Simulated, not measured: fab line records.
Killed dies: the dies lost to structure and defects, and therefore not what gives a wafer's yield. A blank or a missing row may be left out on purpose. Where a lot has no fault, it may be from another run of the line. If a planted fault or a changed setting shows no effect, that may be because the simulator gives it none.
The tool behind it: which one? + flow nandHarc + route of 1159 steps, sampled at 1 step: 12 lots, 36 wafers

WHAT EACH GAUGE READ, for each wafer
NHARC_A_M0_OVL_MEAS_10: pitch 160 nm.
| lot  | measured     | on         | overlayXNm (nm) |
|------|--------------|------------|-----------------|
| L075 | day 18 02:17 | overlay-02 | -1.1 -1.4 -1.0  |
| L080 | day 18 06:53 | overlay-02 | -1.2 -1.4 -0.5  |
| L079 | day 18 17:58 | overlay-02 | -0.3 -0.2 -0.5  |
| L081 | day 19 07:28 | overlay-02 | 0.1 0.7 0.6     |
| L083 | day 19 19:24 | overlay-02 | -0.9 -0.4 -1.2  |
| L084 | day 20 16:47 | overlay-01 | 0.5 1.0 0.6     |
| L087 | day 20 22:28 | overlay-02 | 0.2 1.0 0.2     |
| L089 | day 21 15:41 | overlay-02 | -0.8 -1.5 -1.7  |
| L094 | day 22 00:55 | overlay-01 | -1.2 -1.3 -1.3  |
| L092 | day 22 08:05 | overlay-02 | -0.7 -0.2 -0.1  |
| L095 | day 22 16:55 | overlay-02 | 1.3 1.7 1.9     |
| L097 | day 23 05:04 | overlay-01 | 0.1 0.5 -0.3    |

EACH LOT AND THE TOOL THAT RAN IT (in order: tool; ch and the chambers of the sampled wafers; start)
There is no process step in the record ahead of these readings.

THE ANSWER, worked out from the rows above alone
Rule: what is usual is taken from the lots themselves. Put in order of their means at a reading, lots are off if they are a third of the lots or fewer, leave a main group of 4 or more, and stand apart from it by a gap of 3 or more times the standard deviation of the main group's means; of several such gaps the widest counts. A main group is skipped when, at the precision printed for the reading in the tables above, its means are all equal. A lot without any number at a reading at which 4 lots or more have one is off too. Any other lot the step has rows for is counted as sound.
Nothing can be told from this: no lot is off at any reading shown.

WHAT THE SIMULATOR PUT IN
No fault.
